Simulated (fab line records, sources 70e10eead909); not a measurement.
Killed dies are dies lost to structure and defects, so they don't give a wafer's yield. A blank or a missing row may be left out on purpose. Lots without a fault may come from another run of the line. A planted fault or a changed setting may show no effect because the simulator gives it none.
fab line records | flow nand_harc
record lots=12 wafers=36 last_day=33
route steps=1302 shown A_M0@1154 END@1302
lots that met no fault: from a run of the same line without faults
start_h: hours from the record's first day to the start of the lot's first wafer shown | wait_h: hours since the lot's step before | " the same as in the row above | L1.1+2: a row that stands for several wafers | - no value, or no start given | * or withheld: withheld | < > ~ a bound
route shown NAME@n: a module of which the file shows steps, and the number in the route of the first | usual: mean/standard deviation of fault-free wafers | same: alike in all rows | chamber/n: place in a boat | sites: the reading at each site | _std_site: their standard deviation | _edge_site: outer sites' mean less inner sites' | radius_mm: how far each site lies from the wafer's centre | mask NAME#n: copy n | behind: the tool/chamber that last shaped the wafer | hold: why the lot was held/for how many hours/how that ended | device: the transistor (n, p or np) that didn't switch | end of line: the same wafers' tests at the end of the route | a step without rows: its recipe alone | killed: dies lost to structure and defects at the first sort, not the wafer's yield | map: a wafer's dies, x killed, . not, _ none there
set.NAME: the setting as run; set.NAME@STEP: as run at that earlier step | model.NAME: the simulator's own value behind a step, which no gauge read
steps of the route over a sample of lots; a table a step, a row a wafer
services: from which hour (start_h, from the record's first day; less than 0 if before it) a tool's chamber was out of use, for how many hours, and why
## steps
# step NHARC_A_M0_STRIP_18
# recipe power_w=1000 n2_flow_sccm=150 h2_flow_sccm=150 ar_flow_sccm=0 bias_w=0 chemistry=N2/H2
# usual drypump_motor_current_A=5.8/0.39 n2_flow_sccm=150.0/0.48 oes_product_au=0.998/0.012 rf_vpp_V=90.6/0.97 showerhead_plenum_p_Torr=2.00/0.068 throttle_valve_pct=14.170/0.0092
# columns lot.wafer tool chamber start_h wait_h drypump_motor_current_A n2_flow_sccm oes_product_au rf_hours_counter_h rf_vpp_V showerhead_plenum_p_Torr throttle_valve_pct
L416.1 rie_diel-08 3 532.43 0.1 5.5 149.2 0.996 6.0 89.8 1.98 14.178
L416.3 " 1 " " 5.9 149.9 1.004 7.2 89.1 2.01 14.177
L416.6 " 3 " " 5.5 149.5 0.980 - 93.0 1.98 14.166
L415.2 rie_diel-08 0 533.41 0.1 5.9 150.3 0.985 6.8 89.6 1.97 14.184
L415.1 " 1 " " 5.9 149.8 0.992 7.3 92.4 2.01 14.174
L415.5 " 2 " " 6.2 150.1 0.984 - 90.0 1.92 14.160
L417.1 rie_diel-10 3 555.57 0.1 6.4 149.8 1.013 8.0 90.1 2.08 14.165
L417.2 " 0 " " 5.8 150.7 1.018 9.1 92.6 2.07 14.168
L417.5 " 2 " " 5.2 150.7 0.988 - 91.7 2.01 14.181
L419.4 rie_diel-04 0 562.51 0.1 5.7 149.3 1.009 0.8 90.6 2.02 14.195
L419.3 " 3 " " 5.9 150.9 1.021 1.3 91.8 2.09 14.181
L419.6 " 0 " " 5.7 149.7 1.014 - 90.7 2.02 14.174
L418.4 rie_diel-04 0 566.55 0.1 5.7 150.0 0.997 1.0 90.5 2.02 14.163
L418.6 " 2 " " 4.7 150.1 0.990 - 89.6 1.91 14.167
L418.5 " 3 " " 5.9 149.9 1.014 - 91.1 2.09 14.176
L420.2 rie_diel-10 0 595.12 0.1 5.8 150.2 0.999 10.2 91.8 2.07 14.174
L420.4 " 1 " " 5.7 150.3 1.005 - 89.3 1.91 14.179
L420.5 " 3 " " 6.4 150.2 1.008 - 90.6 2.08 14.156
L423.2 rie_diel-10 2 622.76 0.1 5.2 149.1 1.002 2.9 90.3 2.01 14.168
L423.3 " 0 " " 5.8 149.5 1.013 3.4 91.0 2.07 14.162
L423.5 " 3 " " 6.4 150.0 1.016 - 91.6 2.08 14.192
L427.1 rie_diel-10 1 649.92 0.1 5.7 149.8 0.993 3.8 89.3 1.91 14.169
L427.2 " 3 " " 6.4 150.7 1.008 3.5 91.2 2.08 14.163
L427.6 " 0 " " 5.8 149.8 1.025 - 91.6 2.07 14.172
L429.2 rie_diel-08 1 668.29 0.1 5.8 149.3 0.981 4.9 89.0 2.01 14.171
L429.4 " 3 " " 5.5 150.3 0.988 4.8 90.6 1.98 14.175
L429.5 " 2 " " 6.2 150.7 0.993 - 89.3 1.92 14.171
L435.4 rie_diel-08 1 735.28 0.1 5.9 150.5 1.001 0.1 89.8 2.00 14.162
L435.1 " 3 " " 5.5 150.3 1.004 0.1 89.1 1.98 14.171
L435.5 " 0 " " 5.9 150.4 1.006 - 89.6 1.97 14.171
L436.4 rie_diel-08 3 737.22 0.1 5.5 150.5 1.005 0.1 90.2 1.98 14.181
L436.5 " 0 " " 6.0 149.9 1.005 - 90.1 1.97 14.178
L436.6 " 1 " " 5.9 149.6 1.006 - 90.5 2.00 14.169
L437.1 rie_diel-10 0 760.02 0.1 5.9 150.4 1.000 6.7 90.5 2.07 14.169
L437.4 " 1 " " 5.7 149.8 0.997 6.7 90.4 1.91 14.175
L437.3 " 3 " " 6.4 149.2 1.006 7.4 90.2 2.08 14.158
# step NHARC_A_M0_PVD_21
# recipe target_thk_a=300 chamber_pressure_pa=5 power_w=5000 substrate_temp_c=30 time_s=20.49 material=Cu
# usual throttle_valve_pct=30.5/0.85
# same time_s=20.49
# columns lot.wafer tool chamber start_h wait_h throttle_valve_pct
L416.3 pvd_sputter-01 - - - 29.9
L416.1 " - " " 30.2
L416.6 " - " " 30.2
L415.2 pvd_sputter-02 - - - 31.1
L415.1 " - " " 31.4
L415.5 " - " " 31.3
L417.1 pvd_sputter-03 - - - 30.2
L417.2 " - " " 30.3
L417.5 " - " " 30.3
L419.3 pvd_sputter-02 - - - 31.4
L419.4 " - " " 30.2
L419.6 " - " " 31.5
L418.4 pvd_sputter-03 - - - 28.5
L418.5 " - " " 30.2
L418.6 " - " " 28.9
L420.2 pvd_sputter-01 - - - 31.0
L420.4 " - " " 30.7
L420.5 " - " " 31.2
L423.3 pvd_sputter-02 - - - 31.6
L423.2 " - " " 31.5
L423.5 " - " " 30.9
L427.1 pvd_sputter-01 - - - 31.2
L427.2 " - " " 31.2
L427.6 " - " " 30.6
L429.4 pvd_sputter-03 - - - 28.7
L429.2 " - " " 29.5
L429.5 " - " " 29.8
L435.1 pvd_sputter-02 - - - 30.6
L435.4 " - " " 30.8
L435.5 " - " " 32.3
L436.4 pvd_sputter-01 - - - 30.3
L436.6 " - " " 31.1
L436.5 " - " " 30.8
L437.1 pvd_sputter-02 - - - 32.0
L437.4 " - " " 30.4
L437.3 " - " " 30.8
# step NHARC_A_M0_ECD_22
# recipe target_thk_a=4000 bath_temp_c=25 material=Cu
# columns lot.wafer tool chamber start_h wait_h
L416.1+3+6 ecd_cu-02 0,1,1 533.33 -
L415.2+1+5 ecd_cu-01 0,1,1 534.27 -
L417.2+1+5 ecd_cu-02 1,0,0 556.43 -
L419.3+4+6 ecd_cu-02 1,0,0 563.50 -
L418.4+6+5 ecd_cu-01 0,0,1 567.51 -
L420.2+4+5 ecd_cu-01 1,1,0 596.01 -
L423.2+3+5 ecd_cu-02 0,0,1 623.73 -
L427.2+1+6 ecd_cu-02 1,0,0 650.80 -
L429.2+4+5 ecd_cu-02 1,1,0 669.24 -
L435.1+4+5 ecd_cu-02 1,0,1 736.21 -
L436.4+5+6 ecd_cu-02 0,0,1 738.15 -
L437.1+4+3 ecd_cu-02 1,0,1 761.03 -
# step NHARC_A_M0_CMP_23
# recipe t_overpolish_s=20 target_thk_nm=113.75
# usual motor_current_A=12.1/1.2 time_to_endpoint_s=30/3.5
# same t_overpolish_s=20
# columns lot.wafer tool chamber start_h wait_h motor_current_A time_to_endpoint_s
L416.3 cmp-03 0 534.05 - 12.6 26
L416.1 " 1 " " 14.0 28
L416.6 " 1 " " 13.9 29
L415.2 cmp-04 3 534.98 - 12.2 24
L415.1 " 0 " " 11.4 29
L415.5 " 3 " " 11.3 24
L417.1 cmp-02 2 557.19 - 12.2 35
L417.2 " 0 " " 12.5 33
L417.5 " 1 " " 12.2 29
L419.4 cmp-04 0 564.14 - 11.4 34
L419.3 " 1 " " 9.7 23
L419.6 " 0 " " 11.6 31
L418.4 cmp-02 0 568.39 - 12.5 30
L418.6 " 1 " " 11.9 30
L418.5 " 2 " " 12.4 36
L420.2 cmp-02 3 596.74 - 10.0 29
L420.4 " 1 " " 11.2 29
L420.5 " 0 " " 12.2 32
L423.3 cmp-04 3 624.43 - 11.4 27
L423.2 " 1 " " 10.2 23
L423.5 " 3 " " 11.8 27
L427.2 cmp-03 2 651.55 - 14.2 29
L427.1 " 3 " " 11.1 11
L427.6 " 2 " " 14.1 11
L429.2 cmp-03 2 669.91 - 13.1 30
L429.4 " 1 " " 13.9 30
L429.5 " 2 " " 13.8 13
L435.1 cmp-03 1 736.88 - 13.2 29
L435.4 " 2 " " 13.3 31
L435.5 " 1 " " 13.0 29
L436.4 cmp-02 2 738.79 - 13.0 30
L436.5 " 1 " " 11.8 23
L436.6 " 2 " " 13.0 33
L437.4 cmp-03 2 761.73 - 14.1 29
L437.1 " 3 " " 10.9 33
L437.3 " 0 " " 12.6 27
# step NHARC_END_SORT_01
# recipe temp_c=25
# usual defect_limited_yield=91.2/2.6 killed_at_array=55/17 killed_at_other=0.9/1.2 killed_at_periphery=3.7/2.5 killed_dies=59/18 killed_open=3.4/1.9 killed_short=2.6/1.6 sort_bin_2_pct=3.1/1.2 sort_bin_3_pct=0.7/0.4 sort_bin_4_pct=4.9/1.4 sort_n_pass=618/18 sort_rim_yield_pct=93/3.7 sort_yield_pct=91.2/2.6
# same gross_dies=677 sort_bin_5_pct[%]=0 sort_bin_6_pct[%]=0 sort_bin_7_pct[%]=0 sort_bin_8_pct[%]=0 sort_rim_n_gross=106.00
# columns lot.wafer tool chamber start_h wait_h defect_limited_yield[%] killed_at_array killed_at_other killed_at_periphery killed_dies killed_open killed_short sort_bin_2_pct[%] sort_bin_3_pct[%] sort_bin_4_pct[%] sort_n_pass sort_rim_yield_pct[%] sort_yield_pct[%]
L419.3 prober-01 0 625.40 3.1 96.2 24 0 2 26 0 4 0.7 0 3.1 651 97 96.2
L419.4 prober-01 0 626.21 3.4 96.2 23 0 3 26 5 5 0.7 0 3.1 651 96 96.2
L419.6 prober-01 0 627.82 4.0 96.5 22 0 2 24 7 3 1.2 0.1 2.2 653 95 96.5
L427.1 prober-01 0 690.52 2.5 0.4 670 2 2 674 1 0 92.6 1.6 5.3 3 1 0.4
L427.2 prober-01 0 691.32 2.8 89.4 67 3 2 72 6 4 4.0 0.3 6.4 605 91 89.4
L427.6 prober-01 0 694.54 4.0 0.4 673 0 1 674 2 2 93.4 1.0 5.2 3 2 0.4
L429.2 prober-02 0 705.76 2.8 89.5 64 0 7 71 5 1 3.1 1.5 5.9 606 90 89.5
L429.4 prober-02 0 707.38 3.4 93.1 42 0 5 47 2 2 3.7 0.9 2.4 630 88 93.1
L429.5 prober-02 0 708.19 3.7 0.4 659 2 13 674 4 2 93.9 0.4 5.2 3 1 0.4
# killed by level:class
L419.3 A_CHANNEL_HOLE_D2:chamber_film_flake=11 A_CONTACT:chamber_film_flake=4 A_CHANNEL_HOLE_D1:chamber_film_flake=3 P_STI:chamber_film_flake=2 A_ONON_D1:geometric_particle:short=1 A_CHANNEL_HOLE_D1:geometric_particle:short=1 A_ONON_D2:geometric_particle:short=1 A_WL_FILL:geometric_particle:short=1
L419.4 A_CHANNEL_HOLE_D2:chamber_film_flake=7 A_CHANNEL_HOLE_D1:chamber_film_flake=3 A_CHANNEL_FILL_D1:geometric_particle:short=2 A_ONON_D2:geometric_particle:open=2 P_STI:chamber_film_flake=2 A_DECK1_JOINT:chamber_film_flake=2 P_M0:geometric_particle:open=1 A_ONON_D1:geometric_particle:short=1
L419.6 A_CHANNEL_HOLE_D1:chamber_film_flake=7 A_CHANNEL_HOLE_D2:chamber_film_flake=3 A_CHANNEL_FILL_D1:geometric_particle:open=2 A_BLC:geometric_particle:open=2 A_CONTACT:chamber_film_flake=2 P_CONTACT:geometric_particle:open=1 A_CHANNEL_HOLE_D1:geometric_particle:short=1 A_CHANNEL_FILL_D2:geometric_particle:short=1
L427.1 A_M0:area_ecd=610 A_CHANNEL_HOLE_D1:chamber_film_flake=33 A_CHANNEL_HOLE_D2:chamber_film_flake=18 A_ZERO_WELL:chamber_film_flake=3 A_STAIRCASE:chamber_film_flake=3 THIN_TSV:chamber_film_flake=2 A_WL_FILL:geometric_particle:open=1 P_ZERO_WELL:chamber_film_flake=1
L427.2 A_CHANNEL_HOLE_D1:chamber_film_flake=30 A_CHANNEL_HOLE_D2:chamber_film_flake=13 A_CONTACT:chamber_film_flake=5 A_BLC:geometric_particle:open=3 A_BLC:chamber_film_flake=3 A_STAIRCASE:chamber_film_flake=3 THIN_TSV:chamber_film_flake=3 A_SLIT:chamber_film_flake=2
L427.6 A_M0:area_ecd=618 A_CHANNEL_HOLE_D1:chamber_film_flake=28 A_CHANNEL_HOLE_D2:chamber_film_flake=15 A_STAIRCASE:chamber_film_flake=4 P_M1:geometric_particle:open=1 A_SOURCE_PLATE:geometric_particle:open=1 A_CHANNEL_HOLE_D1:geometric_particle:short=1 A_DECK1_JOINT:geometric_particle:short=1
L429.2 A_SLIT:chamber_film_flake=29 A_CHANNEL_HOLE_D2:chamber_film_flake=13 A_CONTACT:chamber_film_flake=6 A_CHANNEL_HOLE_D1:chamber_film_flake=5 A_STAIRCASE:chamber_film_flake=4 P_CONTACT:chamber_film_flake=3 P_GATE:chamber_film_flake=2 P_M1:geometric_particle:open=1
L429.4 A_SLIT:chamber_film_flake=15 A_CHANNEL_HOLE_D2:chamber_film_flake=11 A_STAIRCASE:chamber_film_flake=5 P_GATE:chamber_film_flake=3 A_CONTACT:chamber_film_flake=3 A_CHANNEL_HOLE_D1:chamber_film_flake=2 A_CHANNEL_HOLE_D1:geometric_particle:open=1 A_CHANNEL_HOLE_D1:geometric_particle:short=1
L429.5 A_M0:area_ecd=609 A_SLIT:chamber_film_flake=13 A_CHANNEL_HOLE_D2:chamber_film_flake=13 A_CHANNEL_HOLE_D1:chamber_film_flake=11 P_CONTACT:chamber_film_flake=7 A_STAIRCASE:chamber_film_flake=5 P_GATE:chamber_film_flake=4 THIN_TSV:chamber_film_flake=2
## services
# columns tool chamber start_h hours kind
pvd_sputter-02 - 518.63 1.7 repair
cmp-02 - 528.39 4.0 pm
cmp-03 - 541.63 3.1 repair
rie_diel-08 - 544.85 9.0 pm
cmp-03 - 554.37 4.0 pm
rie_diel-10 0 570.28 1.5 repair
cmp-02 - 581.31 1.3 repair
rie_diel-10 2 592.47 8.4 repair
ecd_cu-02 - 596.04 8.0 pm
rie_diel-10 - 596.50 9.0 pm
pvd_sputter-02 - 606.32 2.5 repair
rie_diel-10 - 620.45 0.6 repair
cmp-03 - 624.30 2.3 repair
pvd_sputter-02 - 638.00 10.0 pm
cmp-03 - 638.98 0.4 repair
cmp-03 - 652.37 4.0 pm
pvd_sputter-02 - 668.98 7.1 repair
ecd_cu-02 - 672.05 9.7 repair
cmp-03 - 693.22 3.1 repair
cmp-03 - 706.24 2.2 repair
rie_diel-08 - 721.85 9.0 pm
rie_diel-10 2 736.33 5.9 repair
cmp-03 - 740.40 5.7 repair
cmp-03 - 750.37 4.0 pm
## key
first_sign step=NHARC_A_M0_CMP_23 reading=time_to_endpoint_s direction=down sigmas=5.1 usual=* struck=*
effect step=NHARC_END_SORT_01 reading=sort_bin_2_pct direction=up sigmas=78 usual=3.1 struck=93.3
more_kills_born_at NHARC_A_M0_ECD_22@ecd_cu-02=1837
met_at NHARC_A_M0_ECD_22
struck_lots L427,L429
struck_wafers L427.1,L427.6,L429.5
later_rows_left_out L427.1,L427.6,L429.5
not_acting_at NHARC_A_M0_STRIP_18,NHARC_A_M0_PVD_21
onset_between 623.73 650.80
fault kind=process_parameter_drift tool=ecd_cu-02 chamber=0 onset_h=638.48 steps=NHARC_A_M0_ECD_22 channel=target_thk_a offset=* shape=step end_h=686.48 acts_in=* stated=*
# later_rows_left_out: the simulator's readings of these wafers behind a module that went badly wrong aren't trusted and aren't shown, but for the sort
